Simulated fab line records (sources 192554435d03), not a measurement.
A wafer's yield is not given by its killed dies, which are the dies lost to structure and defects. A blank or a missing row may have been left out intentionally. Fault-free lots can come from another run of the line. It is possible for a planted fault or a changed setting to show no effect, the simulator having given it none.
Lot-split experiment / flow n5Finfet / on a route of 1938 steps: 7 lots, 39 wafers read

## ABOUT THE SPLIT
At N5_FIN_SAQP_HM_DEP_72 (deposits SiO2 from SiH4/N2O, target thk 12 nm, time 7.2 s), the setting targetThkA was moved away from the recipe's 120 angstrom on 12 of the 39 wafers read, by -55.8% to +15.3%. The other wafers ran this setting at the recipe's value.

## FROM THE SPLIT TO THE READING: what the file shows between them, 4 steps
- N5_FIN_SAQP_COAT_49: time 60 s, resist thk 100 nm
- N5_FIN_SAQP_COAT_50: time 60 s, resist thk 35 nm
- N5_FIN_SAQP_ETCH_52: etches SOC in N2/H2, target depth 100 nm, overetch 20 nm, time 150 s
- N5_FIN_SAQP_STRIP_53: strips in N2/H2

## THE READING
etch.depthNm (the simulator's own value, which no gauge read), in nm, at N5_FIN_SAQP_HM_OPEN_73 (chemistry CHF3/O2, target SiO2, stops on a-Si, target depth 12 nm, time 16.8 s). The file does not state a usual value for it. Average 12.074 nm, standard deviation 0.16 nm, over the 27 wafers here run with the recipe.

wafer=L079.1; tool, chamber at the split=pecvd-01, 0; targetThkA as run, angstrom=53.02; against the recipe=-55.8%; etch.depthNm, nm=5.243; against lot-mates on the recipe=-6.770
wafer=L079.2; tool, chamber at the split=pecvd-01, 2; targetThkA as run, angstrom=120; against the recipe=recipe; etch.depthNm, nm=11.98; against lot-mates on the recipe=-
wafer=L079.3; tool, chamber at the split=pecvd-01, 1; targetThkA as run, angstrom=120; against the recipe=recipe; etch.depthNm, nm=11.97; against lot-mates on the recipe=-
wafer=L079.4; tool, chamber at the split=pecvd-01, 2; targetThkA as run, angstrom=53.02; against the recipe=-55.8%; etch.depthNm, nm=5.442; against lot-mates on the recipe=-6.571
wafer=L079.5; tool, chamber at the split=pecvd-01, 0; targetThkA as run, angstrom=120; against the recipe=recipe; etch.depthNm, nm=12.09; against lot-mates on the recipe=-
wafer=L079.6; tool, chamber at the split=pecvd-01, 1; targetThkA as run, angstrom=53.02; against the recipe=-55.8%; etch.depthNm, nm=5.452; against lot-mates on the recipe=-6.561
wafer=L080.1; tool, chamber at the split=pecvd-03, 2; targetThkA as run, angstrom=138.3; against the recipe=+15.3%; etch.depthNm, nm=13.78; against lot-mates on the recipe=+1.733
wafer=L080.2; tool, chamber at the split=pecvd-03, 0; targetThkA as run, angstrom=138.3; against the recipe=+15.3%; etch.depthNm, nm=13.66; against lot-mates on the recipe=+1.613
wafer=L080.3; tool, chamber at the split=pecvd-03, 1; targetThkA as run, angstrom=138.3; against the recipe=+15.3%; etch.depthNm, nm=13.84; against lot-mates on the recipe=+1.793
wafer=L080.4; tool, chamber at the split=pecvd-03, 2; targetThkA as run, angstrom=120; against the recipe=recipe; etch.depthNm, nm=12.04; against lot-mates on the recipe=-
wafer=L080.5; tool, chamber at the split=pecvd-03, 1; targetThkA as run, angstrom=120; against the recipe=recipe; etch.depthNm, nm=12.23; against lot-mates on the recipe=-
wafer=L080.6; tool, chamber at the split=pecvd-03, 0; targetThkA as run, angstrom=120; against the recipe=recipe; etch.depthNm, nm=11.87; against lot-mates on the recipe=-
wafer=L082.1; tool, chamber at the split=pecvd-01, 2; targetThkA as run, angstrom=120; against the recipe=recipe; etch.depthNm, nm=12.18; against lot-mates on the recipe=-
wafer=L082.2; tool, chamber at the split=pecvd-01, 0; targetThkA as run, angstrom=120; against the recipe=recipe; etch.depthNm, nm=11.89; against lot-mates on the recipe=-
wafer=L082.3; tool, chamber at the split=pecvd-01, 2; targetThkA as run, angstrom=120; against the recipe=recipe; etch.depthNm, nm=12.33; against lot-mates on the recipe=-
wafer=L082.4; tool, chamber at the split=pecvd-01, 0; targetThkA as run, angstrom=120; against the recipe=recipe; etch.depthNm, nm=12.28; against lot-mates on the recipe=-
wafer=L082.5; tool, chamber at the split=pecvd-01, 2; targetThkA as run, angstrom=120; against the recipe=recipe; etch.depthNm, nm=12.24; against lot-mates on the recipe=-
wafer=L082.6; tool, chamber at the split=pecvd-01, 0; targetThkA as run, angstrom=120; against the recipe=recipe; etch.depthNm, nm=12.21; against lot-mates on the recipe=-
wafer=L085.1; tool, chamber at the split=pecvd-02, 0; targetThkA as run, angstrom=54.68; against the recipe=-54.4%; etch.depthNm, nm=5.52; against lot-mates on the recipe=-6.630
wafer=L085.2; tool, chamber at the split=pecvd-02, 1; targetThkA as run, angstrom=54.68; against the recipe=-54.4%; etch.depthNm, nm=5.501; against lot-mates on the recipe=-6.649
wafer=L085.3; tool, chamber at the split=pecvd-02, 2; targetThkA as run, angstrom=120; against the recipe=recipe; etch.depthNm, nm=11.82; against lot-mates on the recipe=-
wafer=L085.4; tool, chamber at the split=pecvd-02, 1; targetThkA as run, angstrom=120; against the recipe=recipe; etch.depthNm, nm=12.2; against lot-mates on the recipe=-
wafer=L085.5; tool, chamber at the split=pecvd-02, 0; targetThkA as run, angstrom=54.68; against the recipe=-54.4%; etch.depthNm, nm=5.568; against lot-mates on the recipe=-6.582
wafer=L085.6; tool, chamber at the split=pecvd-02, 2; targetThkA as run, angstrom=120; against the recipe=recipe; etch.depthNm, nm=12.43; against lot-mates on the recipe=-
wafer=L086.1; tool, chamber at the split=pecvd-02, 2; targetThkA as run, angstrom=120; against the recipe=recipe; etch.depthNm, nm=12.09; against lot-mates on the recipe=-
wafer=L086.2; tool, chamber at the split=pecvd-02, 0; targetThkA as run, angstrom=120; against the recipe=recipe; etch.depthNm, nm=12.02; against lot-mates on the recipe=-
wafer=L086.4; tool, chamber at the split=pecvd-02, 2; targetThkA as run, angstrom=120; against the recipe=recipe; etch.depthNm, nm=12.17; against lot-mates on the recipe=-
wafer=L090.1; tool, chamber at the split=pecvd-01, 1; targetThkA as run, angstrom=120; against the recipe=recipe; etch.depthNm, nm=11.89; against lot-mates on the recipe=-
wafer=L090.2; tool, chamber at the split=pecvd-01, 0; targetThkA as run, angstrom=120; against the recipe=recipe; etch.depthNm, nm=11.94; against lot-mates on the recipe=-
wafer=L090.3; tool, chamber at the split=pecvd-01, 2; targetThkA as run, angstrom=88.88; against the recipe=-25.9%; etch.depthNm, nm=8.769; against lot-mates on the recipe=-3.208
wafer=L090.4; tool, chamber at the split=pecvd-01, 2; targetThkA as run, angstrom=88.88; against the recipe=-25.9%; etch.depthNm, nm=8.979; against lot-mates on the recipe=-2.998
wafer=L090.5; tool, chamber at the split=pecvd-01, 0; targetThkA as run, angstrom=88.88; against the recipe=-25.9%; etch.depthNm, nm=8.912; against lot-mates on the recipe=-3.065
wafer=L090.6; tool, chamber at the split=pecvd-01, 1; targetThkA as run, angstrom=120; against the recipe=recipe; etch.depthNm, nm=12.1; against lot-mates on the recipe=-
wafer=L094.1; tool, chamber at the split=pecvd-02, 2; targetThkA as run, angstrom=120; against the recipe=recipe; etch.depthNm, nm=12.01; against lot-mates on the recipe=-
wafer=L094.2; tool, chamber at the split=pecvd-02, 1; targetThkA as run, angstrom=120; against the recipe=recipe; etch.depthNm, nm=11.81; against lot-mates on the recipe=-
wafer=L094.3; tool, chamber at the split=pecvd-02, 0; targetThkA as run, angstrom=120; against the recipe=recipe; etch.depthNm, nm=11.8; against lot-mates on the recipe=-
wafer=L094.4; tool, chamber at the split=pecvd-02, 0; targetThkA as run, angstrom=120; against the recipe=recipe; etch.depthNm, nm=12.14; against lot-mates on the recipe=-
wafer=L094.5; tool, chamber at the split=pecvd-02, 2; targetThkA as run, angstrom=120; against the recipe=recipe; etch.depthNm, nm=12.12; against lot-mates on the recipe=-
wafer=L094.6; tool, chamber at the split=pecvd-02, 1; targetThkA as run, angstrom=120; against the recipe=recipe; etch.depthNm, nm=12.15; against lot-mates on the recipe=-

THE FIT
A straight line over all 39 wafers: etch.depthNm changes by +0.12 nm for each +1% of targetThkA; r = +1.00; the points scatter about the line by 0.15 nm.
The same after taking each lot's own level away (the mean of its wafers on the recipe; 39 wafers): +0.12 nm for each +1%; r = +1.00; scatter 0.14 nm.
That fit puts the effect of the largest move of targetThkA on the reading at 6.7 nm.
Measured against the standard deviation above, the lots' own levels, which go from 11.9767 to 12.1883 nm, span 1.3 times it.
Consequently the slope shifts little with the lot-to-lot level, the two slopes agreeing.
Check: for one of the wafers moved furthest among these (-55.8%), held out of the fit, the line's prediction against its lot-mates is -6.68 nm. Against them it came out at -6.77 nm.

## THE WHOLE CHAIN: every reading that the file lists as answering this split, in the file's order
step=N5_FIN_SAQP_HM_DEP_72; what it does=deposits SiO2 from SiH4/N2O, target thk 12 nm, time 7.2 s; reading=SiO2_of_FIN_SAQP_HM_DEP_72.thkNm (the simulator's own value, which no gauge read); change (the file's fit)=+0.12 nm for each +1% of the setting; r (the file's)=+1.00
step=N5_FIN_SAQP_HM_OPEN_73; what it does=chemistry CHF3/O2, target SiO2, stops on a-Si, target depth 12 nm, time 16.8 s; reading=etch.depthNm (the simulator's own value, which no gauge read); change (the file's fit)=+0.12 nm for each +1% of the setting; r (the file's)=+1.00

## THE FILE'S OWN FIT
etch.depthNm changes by +0.12 nm for each +1% of targetThkA, r = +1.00.
